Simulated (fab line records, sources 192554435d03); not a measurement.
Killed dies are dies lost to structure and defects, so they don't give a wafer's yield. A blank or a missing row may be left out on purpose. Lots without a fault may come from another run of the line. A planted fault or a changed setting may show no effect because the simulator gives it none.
Chamber matching | flow n5_finfet | N5_BEOL_M7_ALD_77 on ald_metal-01: 4 sister chambers
The step deposits TaN, target thk 2 nm, pulse time 2 s, purge time 3 s. 4 wafers are shown with their chamber, then 8 later ones without.

WAFERS WITH THEIR CHAMBER
wafer  | chamber | heater_power_outer_w (W)
L087.3 | 2       | 246
L087.4 | 3       | 232
L087.6 | 0       | 186
L089.1 | 1       | 220

WAFERS WITHOUT THEIR CHAMBER
wafer  | heater_power_outer_w (W)
L089.2 | 253
L089.4 | 186
L092.3 | 251
L092.5 | 248
L092.6 | 215
L095.2 | 254
L095.4 | 179
L095.6 | 221

WHICH CHAMBER EACH WENT THROUGH
wafer  | from the rows above     | in truth
L089.2 | 2                       | 2
L089.4 | 0                       | 0
L092.3 | 2                       | 2
L092.5 | 2                       | 2
L092.6 | 1                       | 1
L095.2 | 2                       | 2
L095.4 | 0                       | 0
L095.6 | can't be placed: 1 or 3 | 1
Placed correctly: 7 of 8. Can't be placed from these rows: 1 (the true chamber is among the candidates in 1). Placed wrongly: 0.
How it was worked out, from the rows above alone: a wafer's distance from a chamber is the root of the sum, over the readings, of the square of ((its reading less the chamber's mean) divided by the reading's scatter). The wafer belongs to the nearest chamber; if the next one is less than 2 further off, it can't be placed. A chamber's mean is the mean of its shown wafers. The scatter: with one shown wafer a chamber, the root of the mean of the squares of how far each hidden wafer lies from its nearest shown one.
